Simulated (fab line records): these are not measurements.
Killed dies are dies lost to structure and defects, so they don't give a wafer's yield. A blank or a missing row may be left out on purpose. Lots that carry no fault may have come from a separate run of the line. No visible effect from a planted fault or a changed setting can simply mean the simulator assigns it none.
Matching of chambers | flow n5 finfet | 4 sister chambers for N5_WELL_APT_DESCUM_13 on rie diel-04
The step chemistry O2, time 7.9 s. 8 wafers are shown with their chamber, then 12 later ones without.

WAFERS PAIRED WITH THEIR CHAMBERS
wafer  | chamber | throttle valve pct (%) | drypump motor current A (A)
L081.3 | 2       | 19.97                  | 6.0
L083.1 | 2       | 19.99                  | 5.9
L084.5 | 1       | 20.46                  | 5.5
L084.6 | 0       | 20.32                  | 5.3
L086.3 | 1       | 20.48                  | 5.5
L087.1 | 3       | 20.82                  | 5.6
L087.5 | 0       | 20.31                  | 5.3
L087.6 | 3       | 20.81                  | 5.6

WAFERS MISSING THEIR CHAMBER
wafer  | throttle valve pct (%) | drypump motor current A (A)
L088.1 | 20.33                  | 5.3
L088.2 | 20.80                  | 5.6
L088.5 | 20.02                  | 6.0
L091.3 | 19.98                  | 6.0
L091.4 | 20.35                  | 5.3
L091.5 | 20.00                  | 6.0
L092.2 | 20.84                  | 5.6
L092.4 | 20.48                  | 5.5
L092.5 | 20.00                  | 6.0
L095.1 | 20.02                  | 5.9
L095.4 | 20.83                  | 5.6
L095.6 | 20.84                  | 5.6

THE CHAMBER EACH PASSED THROUGH
wafer  | from the rows above | in truth
L088.1 | 0                   | 0
L088.2 | 3                   | 3
L088.5 | 2                   | 2
L091.3 | 2                   | 2
L091.4 | 0                   | 0
L091.5 | 2                   | 2
L092.2 | 3                   | 3
L092.4 | 1                   | 1
L092.5 | 2                   | 2
L095.1 | 2                   | 2
L095.4 | 3                   | 3
L095.6 | 3                   | 3
12 of 12 placed correctly. Left unplaced by these rows: 0. Placed wrongly: 0.
How it was worked out, from the rows above alone: a wafer's distance from a chamber is the root of the sum, over the readings, of the square of ((its reading less the chamber's mean) divided by the reading's scatter). If the next closest chamber is less than 2 further off than the closest, the wafer can't be placed; otherwise it belongs to the closest. The mean given for a chamber averages the wafers shown for that chamber. The scatter: the root of (the sum of the squares of (reading less its chamber's mean) over the shown wafers, divided by (wafers less chambers)).
